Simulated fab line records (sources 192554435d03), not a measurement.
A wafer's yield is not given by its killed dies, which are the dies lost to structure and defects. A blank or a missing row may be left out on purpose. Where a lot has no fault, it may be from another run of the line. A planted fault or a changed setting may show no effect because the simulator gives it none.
Chamber matching    flow n5Finfet    N5_BEOL_M6_ETCH_72 on rieDiel-04 has 4 sister chambers
The step etches underlayer in N2/H2, target depth 6.5 nm, time 5.2 s. 20 wafers are shown with their chamber, then 10 later ones without.

== EACH WAFER AND ITS CHAMBER ==
wafer   chamber  showerheadPlenumPTorr (Torr)  drypumpMotorCurrentA (A)  throttleValvePct (%)
L078.1  3        2.61                          4.9                       18.10
L078.2  1        2.71                          5.3                       17.69
L078.6  3        2.61                          4.9                       18.08
L079.1  1        2.71                          5.3                       17.69
L079.4  2        2.44                          5.3                       17.82
L079.5  0        2.50                          5.5                       17.93
L081.2  2        2.44                          5.3                       17.78
L081.4  1        2.70                          5.3                       17.71
L081.6  2        2.44                          5.3                       17.82
L085.1  3        2.60                          4.9                       18.13
L085.3  2        2.43                          5.3                       17.84
L085.6  3        2.60                          4.8                       18.13
L086.1  1        2.70                          5.3                       17.69
L086.2  0        2.50                          5.5                       17.98
L086.5  3        2.60                          4.9                       18.09
L089.2  0        2.49                          5.4                       17.97
L089.5  1        2.70                          5.3                       17.68
L089.6  0        2.50                          5.5                       17.96
L088.1  1        2.70                          5.3                       17.72
L088.3  2        2.43                          5.3                       17.83

SIGNATURES, as means of the wafers listed above
reading                chamber 0  chamber 1  chamber 2  chamber 3  scatter within a chamber
showerheadPlenumPTorr  2.4975     2.7033     2.4360     2.6040     0.00529
drypumpMotorCurrentA   5.475      5.300      5.300      4.880      0.0311
throttleValvePct       17.9600    17.6967    17.8180    18.1060    0.0205
Rule: for a wafer and a chamber, the distance is found by dividing, reading by reading, the gap between the wafer's reading and the chamber's mean by the reading's scatter, squaring, summing and taking the root. If the next closest chamber is less than 2 further off than the closest, the wafer can't be placed; otherwise it belongs to the closest. The scatter: take each reading less its chamber's mean, square it, sum over the shown wafers, divide by the number of wafers less the number of chambers, and take the root.

== WAFERS WITH NO CHAMBER GIVEN ==
wafer   showerheadPlenumPTorr (Torr)  drypumpMotorCurrentA (A)  throttleValvePct (%)
L088.6  2.49                          5.5                       17.96
L094.1  2.69                          5.3                       17.73
L094.3  2.49                          5.5                       18.00
L094.5  2.42                          5.3                       17.88
L095.3  2.69                          5.3                       17.74
L095.4  2.69                          5.3                       17.74
L095.5  2.59                          4.8                       17.69
L096.3  2.59                          4.9                       17.63
L096.5  2.59                          4.9                       17.66
L096.6  2.48                          5.5                       18.00

== THE CHAMBER EACH PASSED THROUGH ==
wafer   from the rows above      in truth
L088.6  0                        0
L094.1  1                        1
L094.3  0                        0
L094.5  2                        2
L095.3  1                        1
L095.4  1                        1
L095.5  3                        3
L096.3  can't be placed: 3 or 1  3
L096.5  3                        3
L096.6  0                        0
9 of 10 placed correctly. From these rows, 1 cannot be placed; in 1 the true chamber is one of the candidates. 0 placed wrongly.
